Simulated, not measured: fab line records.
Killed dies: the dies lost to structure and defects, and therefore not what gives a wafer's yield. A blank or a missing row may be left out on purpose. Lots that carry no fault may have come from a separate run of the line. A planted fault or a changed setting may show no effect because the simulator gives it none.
Which tool is to blame? | flow nand-harc | 69 wafers from 23 lots sampled at 6 of the route's 1302 steps

WHAT THE GAUGES READ, wafer by wafer
The record lacks any reading of a measuring or inspecting step that a usual standard deviation could be used to judge.

WHAT TOOL EACH LOT RAN ON (gives the tool, then ch and the chambers of the sampled wafers, and finally the start)
lot  | NHARC_A_STAIRCASE_DESCUM_270       | NHARC_A_STAIRCASE_CMP_152     | NHARC_A_SGD_CUT_ETCH_59                       | NHARC_A_SGD_CUT_STRIP_28                      | NHARC_A_WL_FILL_ETCHBACK_04       | NHARC_A_WL_FILL_CMP_12
L074 | rie-diel-09 ch 0,1,2, day 16 00:17 | cmp-03 ch 0,1,2, day 18 14:35 | rie-diel-06 ch 1,2, day 19 21:18 or earlier   | rie-diel-10 ch 1,2,3, day 19 21:18 or earlier | rie-metal-02 ch 0,1, day 19 21:18 | cmp-03 ch 0,3, day 20 13:13
L075 | rie-diel-02 ch 0,2, day 16 22:03   | cmp-04 ch 1,3, day 19 11:27   | rie-diel-10 ch 1,3, day 20 18:04 or earlier   | rie-diel-06 ch 1,2, day 20 18:04 or earlier   | rie-metal-03 ch 0,1, day 20 18:04 | cmp-03 ch 0,3, day 21 09:54
L076 | rie-diel-02 ch 0,1,3, day 17 01:47 | cmp-03 ch 0,1,3, day 19 11:36 | rie-diel-07 ch 0,2,3, day 20 17:58 or earlier | rie-diel-07 ch 1,2,3, day 20 17:58 or earlier | rie-metal-02 ch 0,1, day 20 17:58 | cmp-04 ch 1,3, day 21 12:55
L078 | rie-diel-09 ch 0,2,3, day 17 22:47 | cmp-01 ch 2,3, day 20 15:05   | rie-diel-06 ch 0,1,2, day 22 02:17 or earlier | rie-diel-10 ch 1,2,3, day 22 02:17 or earlier | rie-metal-02 ch 0,1, day 22 02:17 | cmp-02 ch 1,2,3, day 22 22:58
L077 | rie-diel-02 ch 0,1,3, day 17 23:39 | cmp-01 ch 1,2,3, day 20 14:49 | rie-diel-06 ch 1,2,3, day 22 02:25 or earlier | rie-diel-07 ch 0,1, day 22 02:25 or earlier   | rie-metal-03 ch 0,1, day 22 02:25 | cmp-03 ch 2,3, day 22 20:32
L079 | rie-diel-09 ch 0,1,2, day 18 03:23 | cmp-03 ch 0,2, day 20 14:53   | rie-diel-10 ch 1,2,3, day 22 06:06 or earlier | rie-diel-10 ch 0,1, day 22 06:06 or earlier   | rie-metal-03 ch 0,1, day 22 06:06 | cmp-04 ch 0,2, day 22 20:24
L080 | rie-diel-09 ch 0,1, day 18 18:47   | cmp-01 ch 0,1,3, day 21 10:45 | rie-diel-06 ch 2,3, day 22 21:29 or earlier   | rie-diel-07 ch 2,3, day 22 21:29 or earlier   | rie-metal-01 ch 0,1, day 22 21:29 | cmp-02 ch 0,1,2, day 23 15:01
L081 | rie-diel-09 ch 0,1,3, day 19 15:27 | cmp-01 ch 0,1,2, day 22 08:26 | rie-diel-06 ch 1,2,3, day 23 17:29 or earlier | rie-diel-06 ch 0,1,3, day 23 17:29 or earlier | rie-metal-03 ch 0,1, day 23 17:29 | cmp-03 ch 0,2,3, day 24 10:35
L082 | rie-diel-09 ch 0,1,2, day 19 18:55 | cmp-04 ch 1,2, day 22 08:36   | rie-diel-10 ch 1,2, day 23 13:48 or earlier   | rie-diel-07 ch 1,2,3, day 23 13:48 or earlier | rie-metal-02 ch 0,1, day 23 13:48 | cmp-02 ch 0,1,3, day 24 06:45
L083 | rie-diel-12 ch 0,3, day 20 12:29   | cmp-04 ch 1,2,3, day 23 06:35 | rie-diel-07 ch 0,1,2, day 24 13:14 or earlier | rie-diel-06 ch 0,1,3, day 24 13:14 or earlier | rie-metal-02 ch 0,1, day 24 13:14 | cmp-03 ch 1,2,3, day 25 04:04
L084 | rie-diel-02 ch 0,1,2, day 20 16:19 | cmp-01 ch 0,2,3, day 23 06:19 | rie-diel-06 ch 1,2, day 24 11:34 or earlier   | rie-diel-07 ch 0,1,3, day 24 11:34 or earlier | rie-metal-03 ch 0,1, day 24 11:34 | cmp-02 ch 0,2,3, day 25 04:10
L085 | rie-diel-09 ch 0,2,3, day 20 23:18 | cmp-03 ch 0,1,3, day 23 16:34 | rie-diel-07 ch 0,2, day 25 01:28 or earlier   | rie-diel-10 ch 0,1, day 25 01:28 or earlier   | rie-metal-02 ch 0, day 25 01:28   | cmp-02 ch 0,1,3, day 25 19:49
L086 | rie-diel-12 ch 0,3, day 21 07:35   | cmp-04 ch 0,2,3, day 23 23:04 | rie-diel-06 ch 0,1, day 25 08:00 or earlier   | rie-diel-10 ch 0,2,3, day 25 08:00 or earlier | rie-metal-03 ch 0,1, day 25 08:00 | cmp-04 ch 2,3, day 26 00:25
L088 | rie-diel-09 ch 0,1,2, day 22 04:38 | cmp-04 ch 1,2,3, day 24 14:38 | rie-diel-07 ch 1,2,3, day 25 19:10 or earlier | rie-diel-07 ch 0,2,3, day 25 19:10 or earlier | rie-metal-02 ch 0,1, day 25 19:10 | cmp-04 ch 1,2,3, day 26 11:43
L087 | rie-diel-12 ch 0,2,3, day 22 08:48 | cmp-03 ch 0,1,3, day 24 14:50 | rie-diel-06 ch 0,1,3, day 25 19:22 or earlier | rie-diel-06 ch 0,1,2, day 25 19:22 or earlier | rie-metal-03 ch 0,1, day 25 19:22 | cmp-03 ch 0,2,3, day 26 11:34
L091 | rie-diel-02 ch 1,3, day 22 17:59   | cmp-04 ch 1,2,3, day 25 09:49 | rie-diel-10 ch 0,2, day 26 15:38 or earlier   | rie-diel-07 ch 0,1, day 26 15:38 or earlier   | rie-metal-03 ch 0, day 26 15:38   | cmp-02 ch 0,2,3, day 27 05:53
L089 | rie-diel-09 ch 0,2, day 22 21:04   | cmp-04 ch 0,2,3, day 25 06:25 | rie-diel-07 ch 1,2,3, day 26 11:36 or earlier | rie-diel-07 ch 0,2, day 26 11:36 or earlier   | rie-metal-01 ch 0, day 26 11:36   | cmp-04 ch 0,2,3, day 27 05:53
L090 | rie-diel-09 ch 0,1,2, day 23 06:14 | cmp-03 ch 0,3, day 25 18:53   | rie-diel-06 ch 1,2, day 26 04:07 or earlier   | rie-diel-07 ch 0,1, day 26 04:07              | rie-metal-02 ch 0,1, day 27 00:00 | cmp-02 ch 0,1, day 27 15:50
L093 | rie-diel-09 ch 0,3, day 24 01:10   | cmp-03 ch 0,2,3, day 26 15:49 | rie-diel-10 ch 0,2,3, day 27 22:28 or earlier | rie-diel-07 ch 0,2,3, day 27 22:28 or earlier | rie-metal-03 ch 1, day 27 22:28   | cmp-04 ch 0,1,3, day 28 14:09
L094 | rie-diel-12 ch 0,2,3, day 24 16:49 | cmp-03 ch 0,2,3, day 27 02:07 | rie-diel-10 ch 0,3, day 28 06:56 or earlier   | rie-diel-07 ch 0,1,2, day 28 06:56 or earlier | rie-metal-03 ch 0,1, day 28 06:56 | cmp-02 ch 0,2, day 28 22:45
L095 | rie-diel-09 ch 1,3, day 25 01:51   | cmp-04 ch 0,1,3, day 27 12:20 | rie-diel-10 ch 0,2, day 28 21:11 or earlier   | rie-diel-06 ch 0,3, day 28 21:11 or earlier   | rie-metal-02 ch 0,1, day 28 21:11 | cmp-03 ch 0,3, day 29 16:35
L096 | rie-diel-09 ch 1,2,3, day 25 02:19 | cmp-03 ch 0,2, day 27 12:38   | rie-diel-06 ch 0,2,3, day 29 00:37 or earlier | rie-diel-10 ch 2,3, day 29 00:37 or earlier   | rie-metal-03 ch 0,1, day 29 00:37 | cmp-02 ch 0,1,2, day 29 16:32
L097 | rie-diel-12 ch 0,3, day 26 03:36   | cmp-04 ch 0,1,3, day 28 13:40 | rie-diel-07 ch 0,2, day 29 18:19 or earlier   | rie-diel-06 ch 0,1,3, day 29 18:19 or earlier | rie-metal-03 ch 0,1, day 29 18:19 | cmp-03 ch 1,2, day 30 10:53
- NHARC_A_STAIRCASE_DESCUM_270: chemistry O2, time 3 s.
- NHARC_A_STAIRCASE_CMP_152: polishes.
- NHARC_A_SGD_CUT_ETCH_59: etches the open film in N2/H2, target depth 260 nm, time 406.25 s.
- NHARC_A_SGD_CUT_STRIP_28: strips in O2, time 20 s.
- NHARC_A_WL_FILL_ETCHBACK_04: etches the open film in NF3, target depth 60 nm, time 120 s.
- NHARC_A_WL_FILL_CMP_12: polishes, t overpolish 30 s, target thk 100 nm.

WHAT THE TOOLS THEMSELVES READ (means of the sampled wafers that have a number; where no wafer has one, the mark that the record gives instead)
NHARC_A_STAIRCASE_DESCUM_270.
lot  | tool        | drypump-motor-current-A (A) | o2-flow-sccm (sccm) | oes-product-au (a.u.) | rf-vpp-V (V) | showerhead-plenum-p-Torr (Torr) | throttle-valve-pct (%)
L074 | rie-diel-09 | 5.7                         | 200.0               | 0.997                 | 58.3         | 1.96                            | 11.310
L075 | rie-diel-02 | 6.0                         | 199.4               | 1.001                 | 57.3         | 1.87                            | 11.316
L076 | rie-diel-02 | 5.8                         | 200.1               | 1.013                 | 57.8         | 1.88                            | 11.305
L078 | rie-diel-09 | 5.5                         | 199.8               | 0.997                 | 57.8         | 1.90                            | 11.304
L077 | rie-diel-02 | 5.8                         | 200.3               | 1.008                 | 58.4         | 1.88                            | 11.318
L079 | rie-diel-09 | 5.7                         | 199.6               | 1.008                 | 56.8         | 1.95                            | 11.310
L080 | rie-diel-09 | 5.9                         | 199.4               | 1.002                 | 57.5         | 1.94                            | 11.312
L081 | rie-diel-09 | 5.8                         | 200.3               | 1.008                 | 57.4         | 1.89                            | 11.309
L082 | rie-diel-09 | 5.7                         | 200.1               | 1.007                 | 56.7         | 1.95                            | 11.316
L083 | rie-diel-12 | 5.2                         | 199.9               | 1.005                 | 58.1         | 1.92                            | 11.313
L084 | rie-diel-02 | 5.9                         | 199.8               | 1.004                 | 57.8         | 1.87                            | 11.308
L085 | rie-diel-09 | 5.6                         | 200.5               | 1.002                 | 57.6         | 1.89                            | 11.301
L086 | rie-diel-12 | 5.3                         | 200.4               | 1.012                 | 57.8         | 1.92                            | 11.306
L088 | rie-diel-09 | 5.7                         | 199.7               | 0.999                 | 57.3         | 1.94                            | 11.308
L087 | rie-diel-12 | 5.5                         | 199.6               | 1.004                 | 57.5         | 1.96                            | 11.311
L091 | rie-diel-02 | 5.5                         | 199.4               | 1.008                 | 57.2         | 1.83                            | 11.314
L089 | rie-diel-09 | 5.4                         | 199.9               | 0.995                 | 58.1         | 1.91                            | 11.315
L090 | rie-diel-09 | 5.7                         | 199.6               | 0.998                 | 58.6         | 1.94                            | 11.305
L093 | rie-diel-09 | 5.4                         | 199.9               | 1.006                 | 57.3         | 1.85                            | 11.310
L094 | rie-diel-12 | 5.5                         | 199.7               | 0.991                 | 56.7         | 1.96                            | 11.309
L095 | rie-diel-09 | 6.0                         | 200.4               | 1.002                 | 57.5         | 1.91                            | 11.308
L096 | rie-diel-09 | 5.9                         | 199.5               | 1.009                 | 57.2         | 1.91                            | 11.307
L097 | rie-diel-12 | 5.2                         | 200.4               | 1.004                 | 57.4         | 1.91                            | 11.307

NHARC_A_STAIRCASE_CMP_152.
lot  | tool   | motor-current-A (A) | slurry-filter-dp-kPa (kPa)
L074 | cmp-03 | 12.7                | 13.57
L075 | cmp-04 | 12.4                | 13.45
L076 | cmp-03 | 12.7                | 13.48
L078 | cmp-01 | 13.8                | 13.46
L077 | cmp-01 | 12.9                | 13.60
L079 | cmp-03 | 12.3                | 13.62
L080 | cmp-01 | 12.3                | 13.48
L081 | cmp-01 | 13.1                | 13.60
L082 | cmp-04 | 11.4                | 13.57
L083 | cmp-04 | 12.0                | 13.51
L084 | cmp-01 | 13.0                | 13.49
L085 | cmp-03 | 12.8                | 13.50
L086 | cmp-04 | 11.9                | 13.56
L088 | cmp-04 | 11.9                | 13.39
L087 | cmp-03 | 12.5                | 13.61
L091 | cmp-04 | 11.9                | 13.51
L089 | cmp-04 | 12.1                | 13.50
L090 | cmp-03 | 11.7                | 13.38
L093 | cmp-03 | 12.0                | 13.52
L094 | cmp-03 | 11.7                | 13.56
L095 | cmp-04 | 12.2                | 13.49
L096 | cmp-03 | 11.9                | 13.68
L097 | cmp-04 | 12.1                | 13.47

NHARC_A_SGD_CUT_ETCH_59.
lot  | tool        | drypump-motor-current-A (A) | oes-product-au (a.u.) | rf-vpp-V (V) | showerhead-plenum-p-Torr (Torr) | throttle-valve-pct (%)
L074 | rie-diel-06 | 6.2                         | 1.003                 | 428.3        | 1.95                            | 14.161
L075 | rie-diel-10 | 5.9                         | 1.003                 | 428.6        | 1.97                            | 14.167
L076 | rie-diel-07 | 5.9                         | 0.995                 | 430.4        | 2.08                            | 14.168
L078 | rie-diel-06 | 6.2                         | 1.001                 | 429.3        | 2.00                            | 14.164
L077 | rie-diel-06 | 6.3                         | 1.001                 | 429.1        | 2.01                            | 14.170
L079 | rie-diel-10 | 5.6                         | 1.006                 | 427.5        | 1.96                            | 14.167
L080 | rie-diel-06 | 6.3                         | 0.981                 | 430.2        | 2.04                            | 14.174
L081 | rie-diel-06 | 6.2                         | 0.990                 | 429.9        | 2.01                            | 14.179
L082 | rie-diel-10 | 5.4                         | 1.009                 | 428.5        | 1.96                            | 14.179
L083 | rie-diel-07 | 6.2                         | 1.001                 | 430.8        | 2.04                            | 14.163
L084 | rie-diel-06 | 6.2                         | 0.980                 | 429.3        | 1.98                            | 14.173
L085 | rie-diel-07 | 6.3                         | 1.001                 | 433.2        | 2.11                            | 14.177
L086 | rie-diel-06 | 6.1                         | 0.987                 | 429.4        | 2.03                            | 14.169
L088 | rie-diel-07 | 6.0                         | 1.003                 | 430.3        | 2.04                            | 14.175
L087 | rie-diel-06 | 6.2                         | 0.996                 | 430.6        | 2.06                            | 14.175
L091 | rie-diel-10 | 5.3                         | 1.002                 | 428.1        | 1.98                            | 14.170
L089 | rie-diel-07 | 6.0                         | 0.988                 | 430.3        | 2.04                            | 14.179
L090 | rie-diel-06 | 6.2                         | 0.991                 | 428.0        | 1.95                            | 14.169
L093 | rie-diel-10 | 5.8                         | 1.004                 | 428.6        | 1.99                            | 14.177
L094 | rie-diel-10 | 6.2                         | 0.990                 | 431.1        | 2.02                            | 14.179
L095 | rie-diel-10 | 5.3                         | 1.002                 | 429.6        | 1.98                            | 14.167
L096 | rie-diel-06 | 6.2                         | 1.001                 | 430.4        | 2.02                            | 14.172
L097 | rie-diel-07 | 6.3                         | 1.002                 | 432.0        | 2.11                            | 14.171

NHARC_A_SGD_CUT_STRIP_28.
lot  | tool        | drypump-motor-current-A (A) | o2-flow-sccm (sccm) | oes-product-au (a.u.) | rf-vpp-V (V) | showerhead-plenum-p-Torr (Torr) | throttle-valve-pct (%)
L074 | rie-diel-10 | 5.6                         | 500.8               | 1.004                 | 57.6         | 3.41                            | 17.033
L075 | rie-diel-06 | 6.3                         | 499.7               | 0.997                 | 57.8         | 3.39                            | 17.036
L076 | rie-diel-07 | 6.0                         | 500.2               | 1.004                 | 57.6         | 3.53                            | 17.035
L078 | rie-diel-10 | 5.6                         | 499.5               | 1.010                 | 57.1         | 3.41                            | 17.031
L077 | rie-diel-07 | 6.1                         | 501.5               | 0.987                 | 57.0         | 3.41                            | 17.034
L079 | rie-diel-10 | 5.8                         | 499.8               | 0.990                 | 57.5         | 3.47                            | 17.036
L080 | rie-diel-07 | 6.2                         | 500.4               | 1.002                 | 57.5         | 3.65                            | 17.036
L081 | rie-diel-06 | 6.2                         | 497.2               | 0.997                 | 58.3         | 3.56                            | 17.039
L082 | rie-diel-07 | 6.0                         | 499.3               | 0.995                 | 56.8         | 3.53                            | 17.031
L083 | rie-diel-06 | 6.2                         | 499.2               | 1.000                 | 58.1         | 3.56                            | 17.033
L084 | rie-diel-07 | 5.8                         | 499.4               | 0.992                 | 58.1         | 3.47                            | 17.039
L085 | rie-diel-10 | 5.9                         | 500.5               | 0.996                 | 58.6         | 3.51                            | 17.040
L086 | rie-diel-10 | 5.8                         | 499.5               | 1.001                 | 57.2         | 3.45                            | 17.032
L088 | rie-diel-07 | 5.9                         | 499.6               | 0.990                 | 58.4         | 3.59                            | 17.032
L087 | rie-diel-06 | 6.2                         | 500.3               | 0.989                 | 57.0         | 3.46                            | 17.043
L091 | rie-diel-07 | 6.1                         | 499.3               | 0.992                 | 57.3         | 3.41                            | 17.035
L089 | rie-diel-07 | 6.3                         | 501.7               | 0.994                 | 58.3         | 3.64                            | 17.039
L090 | rie-diel-07 | 6.1                         | 500.1               | 0.994                 | 57.1         | 3.41                            | 17.035
L093 | rie-diel-07 | 5.9                         | 499.5               | 0.992                 | 57.7         | 3.59                            | 17.031
L094 | rie-diel-07 | 6.2                         | 501.0               | 0.992                 | 57.3         | 3.52                            | 17.046
L095 | rie-diel-06 | 6.2                         | 499.6               | 1.005                 | 57.3         | 3.60                            | 17.033
L096 | rie-diel-10 | 5.4                         | 499.7               | 0.993                 | 56.9         | 3.38                            | 17.028
L097 | rie-diel-06 | 6.2                         | 500.3               | 1.011                 | 58.2         | 3.56                            | 17.039

NHARC_A_WL_FILL_ETCHBACK_04.
lot  | tool         | drypump-motor-current-A (A) | oes-product-au (a.u.)
L074 | rie-metal-02 | 6.0                         | 0.995
L075 | rie-metal-03 | 5.4                         | 0.981
L076 | rie-metal-02 | 6.0                         | 0.999
L078 | rie-metal-02 | 6.0                         | 1.005
L077 | rie-metal-03 | 5.4                         | 0.979
L079 | rie-metal-03 | 5.6                         | 0.996
L080 | rie-metal-01 | 5.3                         | 0.982
L081 | rie-metal-03 | 5.4                         | 0.994
L082 | rie-metal-02 | 6.0                         | 1.012
L083 | rie-metal-02 | 6.0                         | 1.009
L084 | rie-metal-03 | 5.4                         | 1.003
L085 | rie-metal-02 | 5.9                         | 1.019
L086 | rie-metal-03 | 5.4                         | 1.001
L088 | rie-metal-02 | 6.0                         | 1.006
L087 | rie-metal-03 | 5.4                         | 0.999
L091 | rie-metal-03 | 5.3                         | 0.996
L089 | rie-metal-01 | 5.3                         | 1.015
L090 | rie-metal-02 | 6.0                         | 1.009
L093 | rie-metal-03 | 5.7                         | 1.014
L094 | rie-metal-03 | 5.6                         | 0.998
L095 | rie-metal-02 | 6.0                         | 0.997
L096 | rie-metal-03 | 5.6                         | 1.003
L097 | rie-metal-03 | 5.4                         | 0.996

NHARC_A_WL_FILL_CMP_12.
lot  | tool   | motor-current-A (A) | overpolish-run-s (s) | slurry-filter-dp-kPa (kPa) | time-to-endpoint-s (s)
L074 | cmp-03 | 11.4                | 29.998               | 13.52                      | 19
L075 | cmp-03 | 12.3                | 30.003               | 13.57                      | 17
L076 | cmp-04 | 12.1                | 30.000               | 13.60                      | 24
L078 | cmp-02 | 12.9                | 29.996               | 13.57                      | 22
L077 | cmp-03 | 10.5                | 30.003               | 13.49                      | 21
L079 | cmp-04 | 11.3                | 29.995               | 13.54                      | 19
L080 | cmp-02 | 12.3                | 30.003               | 13.43                      | 17
L081 | cmp-03 | 11.0                | 30.014               | 13.51                      | 22
L082 | cmp-02 | 12.7                | 30.004               | 13.41                      | 21
L083 | cmp-03 | 11.5                | 30.001               | 13.41                      | 22
L084 | cmp-02 | 11.9                | 30.002               | 13.47                      | 17
L085 | cmp-02 | 12.5                | 29.998               | 13.51                      | 19
L086 | cmp-04 | 12.2                | 29.993               | 13.62                      | 24
L088 | cmp-04 | 11.8                | 29.996               | 13.55                      | 21
L087 | cmp-03 | 11.6                | 30.009               | 13.43                      | 21
L091 | cmp-02 | 12.1                | 30.000               | 13.53                      | 18
L089 | cmp-04 | 11.9                | 29.998               | 13.41                      | 19
L090 | cmp-02 | 12.1                | 30.002               | 13.52                      | 20
L093 | cmp-04 | 12.0                | 30.001               | 13.52                      | 16
L094 | cmp-02 | 11.9                | 29.996               | 13.58                      | 20
L095 | cmp-03 | 12.6                | 30.000               | 13.51                      | 21
L096 | cmp-02 | 12.2                | 29.996               | 13.43                      | 19
L097 | cmp-03 | 11.7                | 29.992               | 13.43                      | 25

THE ANSWER, worked out from the rows above alone
Rule: usual is defined by the lots themselves. The widest of any qualifying gaps counts: lots, ordered by their means at a reading, are off when they make up no more than a third of the lots, leave a main group of 4 or more, and stand apart from it by 3 or more times the standard deviation of that group's means. The tables above print the reading to a certain number of digits; a main group whose means all agree to those digits is not used. Also off: a lot with no number at a reading for which 4 or more lots have one. Any other lot the step has rows for is counted as sound. First the gauges in route order, then the tools' own readings, where a lot's mean is used as printed above. At the first step where some lot is off, the reading lying furthest off is the one used; lots without a number count as furthest.
Across all readings shown, no lot is off: no conclusion can be drawn from this.

WHAT THE SIMULATOR PUT IN
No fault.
